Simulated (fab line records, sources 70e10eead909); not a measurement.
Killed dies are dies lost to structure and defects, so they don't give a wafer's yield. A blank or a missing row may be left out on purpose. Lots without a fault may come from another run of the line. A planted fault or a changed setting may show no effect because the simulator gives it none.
fab line records | flow nand_harc
record lots=7 wafers=21 last_day=22
route steps=1159 shown P_ZERO_WELL@60 P_STI@69 END@1159
lots that met no fault: from a run of the same line without faults
start_h: hours from the record's first day to the start of the lot's first wafer shown | wait_h: hours since the lot's step before | " the same as in the row above | L1.1+2: a row that stands for several wafers | - no value, or no start given | * or withheld: withheld | < > ~ a bound
route shown NAME@n: a module of which the file shows steps, and the number in the route of the first | usual: mean/standard deviation of fault-free wafers | same: alike in all rows | chamber/n: place in a boat | sites: the reading at each site | _std_site: their standard deviation | _edge_site: outer sites' mean less inner sites' | radius_mm: how far each site lies from the wafer's centre | mask NAME#n: copy n | behind: the tool/chamber that last shaped the wafer | hold: why the lot was held/for how many hours/how that ended | device: the transistor (n, p or np) that didn't switch | end of line: the same wafers' tests at the end of the route | a step without rows: its recipe alone | killed: dies lost to structure and defects at the first sort, not the wafer's yield | map: a wafer's dies, x killed, . not, _ none there
set.NAME: the setting as run; set.NAME@STEP: as run at that earlier step | model.NAME: the simulator's own value behind a step, which no gauge read
lots at some steps of the route; a table a step, a row a wafer
services: from which hour (start_h, from the record's first day; less than 0 if before it) a tool's chamber was out of use, for how many hours, and why
## steps
# step NHARC_P_ZERO_WELL_HARDBAKE_53
# recipe temp_c=125 time_s=80
# step NHARC_P_ZERO_WELL_DESCUM_54
# recipe time_s=3 o2_flow_sccm=200 ar_flow_sccm=0 bias_power_w=0 chemistry=O2
# usual chamber_pressure_mTorr=60.01/0.054 drypump_motor_current_A=5.5/0.4 mfc_ar_sccm=0.009/0.0091 oes_product_au=1.003/0.015 rf_vpp_V=57.9/0.83 showerhead_plenum_p_Torr=1.95/0.077 throttle_valve_pct=11.309/0.0089
# columns lot.wafer tool chamber start_h wait_h chamber_pressure_mTorr drypump_motor_current_A mfc_ar_sccm oes_product_au rf_hours_counter_h rf_vpp_V showerhead_plenum_p_Torr throttle_valve_pct
L908.3 rie_diel-05 3 30.32 - 60.02 6.2 0 1.010 2.1 57.8 2.03 11.306
L908.4 " 1 " " 60.01 5.3 0 1.008 2.1 56.4 1.92 11.315
L908.5 " 3 " " 60.01 6.2 0 1.013 - 58.5 2.03 11.318
L910.2 rie_diel-10 3 41.78 - 59.99 5.3 0.021 1.025 3.4 56.6 1.86 11.307
L910.4 " 0 " " 60.04 5.6 0 1.003 2.7 57.2 1.91 11.286
L910.1 " 1 " " 59.94 5.4 0.014 0.997 2.3 57.9 1.89 11.326
L913.1 rie_diel-10 3 59.91 - 59.91 5.3 0.021 1.014 4.2 57.5 1.86 11.311
L913.3 " 1 " " 59.88 5.4 0.014 0.998 3.4 58.7 1.89 11.321
L913.6 " 3 " " 60.09 5.3 0.021 1.023 - 58.1 1.86 11.309
L917.5 rie_diel-12 2 83.97 - 60.05 5.1 0.014 0.996 - 56.5 1.86 11.320
L917.6 " 0 " " 60.00 5.1 0.026 1.011 - 56.1 2.04 11.304
L917.4 " 1 " " 60.00 6.2 0.003 1.017 - 57.1 1.92 11.316
L918.2 rie_diel-12 1 89.78 - 59.97 6.2 0.003 1.027 2.5 56.8 1.92 11.310
L918.4 " 2 " " 59.99 5.1 0.014 0.992 - 57.8 1.86 11.305
L918.5 " 0 " " 60.02 5.1 0.026 1.010 - 59.0 2.04 11.289
L919.2 rie_diel-12 1 95.89 - 59.94 6.2 0.003 1.017 2.5 59.0 1.92 11.311
L919.3 " 2 " " 59.98 5.1 0.014 1.007 3.5 57.2 1.86 11.301
L919.5 " 2 " " 59.94 5.1 0.014 1.001 - 58.7 1.86 11.308
L920.3 rie_diel-05 1 101.93 - 60.04 5.3 0 1.016 7.7 57.7 1.92 11.322
L920.5 " 0 " " 59.88 5.6 0.014 0.994 - 57.3 2.07 11.309
L920.6 " 1 " " 59.96 5.3 0 1.017 - 59.1 1.92 11.321
# step NHARC_P_ZERO_WELL_IMPLANT_55
# recipe energy_kev=180 dose_cm2=8e+11 tilt_deg=7
# step NHARC_P_ZERO_WELL_IMPLANT_61
# recipe energy_kev=30 dose_cm2=5e+11 tilt_deg=7
# step NHARC_P_ZERO_WELL_STRIP_56
# recipe time_s=840 temp_c=130 chemistry=SPM
# step NHARC_P_ZERO_WELL_PRECLEAN_68
# recipe time_s=60 temp_c=50 bath_age_min=0 chemistry=SC1
# step NHARC_P_ZERO_WELL_SRD_69
# step NHARC_P_ZERO_WELL_RTA_42
# recipe temp_c=1100 time_s=300
# usual lamp_power_pct=35.4/0.55 lamp_zone_4_pct=35.4/0.55 wafer_temp_C_max=1104.2/0.97
# columns lot.wafer tool chamber start_h wait_h lamp_power_pct lamp_zone_4_pct wafer_temp_C_max
L908.3 rtp_anneal-02 0 31.51 - 34.7 34.8 1104.7
L908.4 " 0 " " 34.7 34.7 1104.9
L908.5 " 0 " " 34.7 34.7 1104.0
L910.1 rtp_anneal-01 0 42.84 - 35.8 35.9 1103.6
L910.2 " 0 " " 35.8 35.8 1103.3
L910.4 " 0 " " 35.8 35.8 1105.1
L913.1 rtp_anneal-01 0 60.90 - 35.9 35.8 1105.2
L913.3 " 0 " " 35.8 35.8 1104.3
L913.6 " 0 " " 35.9 35.8 1105.3
L917.4 rtp_anneal-02 0 85.25 - 34.6 34.6 1104.6
L917.5 " 0 " " 34.7 34.6 1105.3
L917.6 " 0 " " 34.6 34.6 1104.3
L918.2 rtp_anneal-01 0 90.85 - 35.8 35.8 1104.2
L918.4 " 0 " " 35.8 35.8 1103.6
L918.5 " 0 " " 35.8 35.7 1105.2
L919.2 rtp_anneal-02 0 97.00 - 34.7 34.7 1104.8
L919.3 " 0 " " 34.7 34.7 1103.3
L919.5 " 0 " " 34.8 34.8 1104.3
L920.3 rtp_anneal-01 0 103.11 - 35.8 35.8 1103.4
L920.5 " 0 " " 35.9 35.8 1102.5
L920.6 " 0 " " 35.8 35.9 1103.9
# step NHARC_P_ZERO_WELL_INSPECT_43
# usual raw_defect_count=14/7.8
# columns lot.wafer tool chamber start_h wait_h raw_defect_count
L908.3 defect_inspect-01 - 31.98 0.4 5
L908.4 " - " " 14
L908.5 " - " " 5
L910.1 defect_inspect-02 - 43.54 0.6 6
L910.2 " - " " 11
L910.4 " - " " 11
L913.1 defect_inspect-01 - 61.58 0.6 9
L913.3 " - " " 10
L913.6 " - " " 10
L917.4 defect_inspect-02 - 85.60 0.2 5
L917.5 " - " " 11
L917.6 " - " " 7
L918.2 defect_inspect-01 - 91.42 0.5 22
L918.4 " - " " 10
L918.5 " - " " 11
L919.2 defect_inspect-02 - 97.57 0.5 9
L919.3 " - " " 4
L919.5 " - " " 6
L920.3 defect_inspect-02 - 103.58 0.4 35
L920.5 " - " " 17
L920.6 " - " " 29
# step NHARC_P_STI_ETCH_26
# recipe target_depth_a=110 chemistry=dHF material=SiO2
# step NHARC_P_STI_PRECLEAN_27
# recipe time_s=* temp_c=50 bath_age_min=0 chemistry=SC1
# step NHARC_P_STI_SRD_28
# step NHARC_P_STI_OXIDE_29
# recipe target_thk_a=100 temp_c=900 ox_time_s=1362 material=SiO2
# columns lot.wafer tool chamber start_h wait_h
L908.3+4+5 furnace-04 0 32.30 -
L910.1+2+4 furnace-05 0 49.02 -
L913.1+3+6 furnace-08 0 67.15 -
L917.4+5+6 furnace-08 0 93.06 -
L918.2+4+5 furnace-08 0 93.06 -
L918.2+4+5 furnace-05 0 97.80 1.1
L919.2+3+5 furnace-04 0 102.62 -
L919.2+3+5 furnace-04 0 109.24 2.9
L920.3+5+6 furnace-08 0 108.71 -
L920.3+5+6 furnace-08 0 112.78 0.4
# step NHARC_P_STI_HM_DEP_30
# recipe target_thk_a=800 temp_c=790 pressure_mtorr=300 time_s=873 material=Si3N4
# step NHARC_END_SORT_01
# recipe temp_c=25
# usual killed_at_array=27/9.9 killed_at_other=0.5/0.76 killed_at_periphery=3.4/2.2 killed_dies=31/10 killed_open=3.3/2 killed_short=2.0/1.5
# same gross_dies=677
# columns lot.wafer tool chamber start_h wait_h killed_at_array killed_at_other killed_at_periphery killed_dies killed_open killed_short
L910.1 prober-01 0 467.21 2.5 22 1 4 27 4 3
L910.2 prober-01 0 468.01 2.8 27 0 3 30 0 4
L910.4 prober-01 0 469.61 3.4 23 0 4 27 7 3
L913.1 prober-02 0 483.92 2.5 38 1 4 43 3 1
L913.3 prober-02 0 485.52 3.1 36 0 5 41 1 0
L913.6 prober-02 0 487.93 4.0 53 2 4 59 4 3
# killed by level:class
L910.1 A_SLIT:chamber_film_flake=11 A_STAIRCASE:chamber_film_flake=3 A_CHANNEL_HOLE_D1:chamber_film_flake=2 P_GATE:geometric_particle:open=1 P_M0:geometric_particle:open=1 A_ONON_D1:geometric_particle:open=1 A_CHANNEL_HOLE_D1:geometric_particle:open=1 A_SGD_CUT:geometric_particle:short=1
L910.2 A_SLIT:chamber_film_flake=10 A_CONTACT:chamber_film_flake=5 A_CHANNEL_FILL_D1:chamber_film_flake=3 A_ONON_D1:geometric_particle:short=2 P_GATE:chamber_film_flake=2 A_WL_FILL:chamber_film_flake=2 A_CHANNEL_FILL_D1:geometric_particle:short=1 A_CONTACT:geometric_particle:short=1
L910.4 A_SLIT:chamber_film_flake=7 A_STAIRCASE:chamber_film_flake=5 P_M0:geometric_particle:open=3 A_BLC:chamber_film_flake=2 A_ONON_D1:geometric_particle:short=1 A_ONON_D1:geometric_particle:open=1 A_SGD_CUT:geometric_particle:open=1 A_WL_FILL:geometric_particle:short=1
L913.1 A_SLIT:chamber_film_flake=17 A_CHANNEL_HOLE_D1:chamber_film_flake=11 A_STAIRCASE:chamber_film_flake=4 P_GATE:chamber_film_flake=3 A_CONTACT:chamber_film_flake=2 P_M0:geometric_particle:open=1 A_SOURCE_PLATE:geometric_particle:open=1 A_ONON_D1:geometric_particle:open=1
L913.3 A_CHANNEL_HOLE_D1:chamber_film_flake=18 A_SLIT:chamber_film_flake=12 P_GATE:chamber_film_flake=4 A_STAIRCASE:chamber_film_flake=3 A_WL_FILL:geometric_particle:open=1 P_STI:chamber_film_flake=1 A_ZERO_WELL:chamber_film_flake=1 A_CONTACT:chamber_film_flake=1
L913.6 A_CHANNEL_HOLE_D1:chamber_film_flake=19 A_SLIT:chamber_film_flake=15 A_STAIRCASE:chamber_film_flake=9 A_CONTACT:chamber_film_flake=3 A_CONTACT:geometric_particle:open=2 P_GATE:chamber_film_flake=2 THIN_TSV:chamber_film_flake=2 P_M0:geometric_particle:open=1
## services
# columns tool chamber start_h hours kind
rie_diel-10 1 9.52 7.0 repair
rie_diel-12 1 11.58 5.0 repair
rie_diel-05 2 16.14 9.9 repair
rie_diel-10 - 19.28 1.9 repair
furnace-08 - 21.23 26.0 pm
rie_diel-12 - 25.40 9.0 pm
rie_diel-12 0 25.40 9.0 vent_cycle
rie_diel-12 1 25.40 9.0 vent_cycle
rie_diel-12 2 25.40 9.0 vent_cycle
rie_diel-12 3 25.40 9.0 vent_cycle
rie_diel-12 0 34.40 - clean
rie_diel-12 1 34.40 - clean
rie_diel-12 2 34.40 - clean
rie_diel-12 3 34.40 - clean
rie_diel-12 1 44.42 6.2 repair
rie_diel-12 0 58.90 - clean
rie_diel-12 1 58.90 - clean
rie_diel-12 2 58.90 - clean
rie_diel-12 3 58.90 - clean
rie_diel-12 3 78.62 32.4 repair
rie_diel-12 0 83.40 - clean
rie_diel-12 1 83.40 - clean
rie_diel-12 2 83.40 - clean
rie_diel-05 - 84.89 0.3 repair
## key
first_sign step=NHARC_P_STI_OXIDE_29 reading=visit direction=added
effect none on later readings
met_at NHARC_P_STI_OXIDE_29
struck_wafers L918.2,L918.4,L918.5,L919.2,L919.3,L919.5,L920.3,L920.5,L920.6
tester_left_out L918,L919,L920
fault kind=repeated_step_whole tool=furnace-04,furnace-05,furnace-08 chamber=- onset_h=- steps=NHARC_P_STI_OXIDE_29 times=1 scope=struck_lots_only
# tester_left_out: of these lots the tester's yield and bins aren't shown, on N5 and GAA mostly nor the transistor test; their killed dies are dies lost to structure and defects alone, not to doping, threshold or leakage, so they don't give the yield
